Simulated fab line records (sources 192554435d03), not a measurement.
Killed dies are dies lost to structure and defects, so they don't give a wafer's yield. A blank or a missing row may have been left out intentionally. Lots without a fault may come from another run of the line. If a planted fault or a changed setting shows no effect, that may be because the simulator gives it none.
Which tool did it? | flow n5_finfet | Sampling: 11 lots, 33 wafers, 5 of 1938 route steps

== WHAT THE GAUGES SHOWED, per wafer ==
N5_FIN_SAQP_CD_MEAS_27: target cd 20 nm.
lot  | measured    | on        | cd_nm (nm)
L076 | day 2 13:25 | cd_sem-02 | 19.99 20.31 20.55
L078 | day 3 00:28 | cd_sem-03 | 20.36 20.36 20.25
L080 | day 3 13:49 | cd_sem-03 | 20.31 19.93 20.39
L082 | day 4 00:16 | cd_sem-02 | 20.05 20.23 19.91
L084 | day 4 11:57 | cd_sem-02 | 20.44 20.73 20.87
L086 | day 5 02:04 | cd_sem-03 | 20.30 20.38 20.15
L088 | day 5 13:29 | cd_sem-01 | 20.16 20.45 20.21
L090 | day 6 00:01 | cd_sem-03 | 20.46 20.61 20.69
L092 | day 6 12:11 | cd_sem-01 | 20.09 20.30 20.21
L094 | day 7 00:05 | cd_sem-03 | 20.14 20.09 20.07
L096 | day 7 12:40 | cd_sem-02 | 20.25 20.46 20.27

== WHICH TOOL RAN EACH LOT (tool, then ch and the chambers of the sampled wafers, then the start) ==
lot  | N5_WELL_APT_EPI_41             | N5_FIN_SAQP_ETCH_51               | N5_FIN_SAQP_ETCH_52               | N5_FIN_SAQP_HM_OPEN_73
L076 | epi_rpcvd-04 ch 0, day 2 05:17 | rie_diel-01 ch 0,1,2, day 2 11:26 | rie_diel-01 ch 0,1,2, day 2 11:30 | rie_diel-01 ch 0,1,2, day 2 11:37
L078 | epi_rpcvd-04 ch 0, day 2 16:42 | rie_diel-01 ch 1,3, day 2 22:28   | rie_diel-01 ch 1,3, day 2 22:32   | rie_diel-01 ch 1,3, day 2 22:38
L080 | epi_rpcvd-03 ch 0, day 3 05:12 | rie_diel-01 ch 0,1,2, day 3 11:39 | rie_diel-01 ch 0,1,2, day 3 11:42 | rie_diel-01 ch 0,1,2, day 3 11:49
L082 | epi_rpcvd-03 ch 0, day 3 16:26 | rie_diel-03 ch 0,2, day 3 22:18   | rie_diel-03 ch 0,2, day 3 22:22   | rie_diel-03 ch 0,2, day 3 22:28
L084 | epi_rpcvd-03 ch 0, day 4 04:17 | rie_diel-03 ch 0,1,2, day 4 09:32 | rie_diel-03 ch 0,1,2, day 4 09:35 | rie_diel-03 ch 0,1,2, day 4 09:42
L086 | epi_rpcvd-04 ch 0, day 4 16:05 | rie_diel-04 ch 0,1,2, day 4 23:03 | rie_diel-04 ch 0,1,2, day 4 23:07 | rie_diel-04 ch 0,1,2, day 4 23:13
L088 | epi_rpcvd-02 ch 0, day 5 03:53 | rie_diel-01 ch 0,1,3, day 5 11:24 | rie_diel-01 ch 0,1,3, day 5 11:28 | rie_diel-01 ch 0,1,3, day 5 11:34
L090 | epi_rpcvd-03 ch 0, day 5 16:31 | rie_diel-04 ch 0,1,2, day 5 22:01 | rie_diel-04 ch 0,1,2, day 5 22:04 | rie_diel-04 ch 0,1,2, day 5 22:10
L092 | epi_rpcvd-04 ch 0, day 6 03:52 | rie_diel-03 ch 0,1,3, day 6 09:46 | rie_diel-03 ch 0,1,3, day 6 09:50 | rie_diel-03 ch 0,1,3, day 6 09:56
L094 | epi_rpcvd-03 ch 0, day 6 16:01 | rie_diel-03 ch 0,1,3, day 6 21:55 | rie_diel-03 ch 0,1,3, day 6 21:58 | rie_diel-03 ch 0,1,3, day 6 22:05
L096 | epi_rpcvd-03 ch 0, day 7 04:03 | rie_diel-03 ch 1,2, day 7 10:11   | rie_diel-03 ch 1,2, day 7 10:14   | rie_diel-03 ch 1,2, day 7 10:21
- N5_WELL_APT_EPI_41: deposits Si from SiH4/H2, target thk 50 nm, time 297.7 s.
- N5_FIN_SAQP_ETCH_51: etches SiARC in CF4, target depth 45.5 nm, time 75.8 s.
- N5_FIN_SAQP_ETCH_52: etches SOC in N2/H2, target depth 100 nm, overetch 20 nm, time 150 s.
- N5_FIN_SAQP_HM_OPEN_73: chemistry CHF3/O2, target SiO2, stops on a-Si, target depth 12 nm, time 16.8 s.

== THE ANSWER, worked out from the rows above alone ==
Rule: usual is defined by the lots themselves. The widest of any qualifying gaps counts: lots, ordered by their means at a reading, are off when they make up no more than a third of the lots, leave a main group of 4 or more, and stand apart from it by 3 or more times the standard deviation of that group's means. A main group whose means are all the same, to the digits that the tables above print for the reading, isn't used. A lot without any number at a reading at which 4 lots or more have one is off too. All remaining lots with rows at the step are treated as sound.
Across all readings shown, no lot is off: no conclusion can be drawn from this.

== WHAT WAS PUT IN BY THE SIMULATOR ==
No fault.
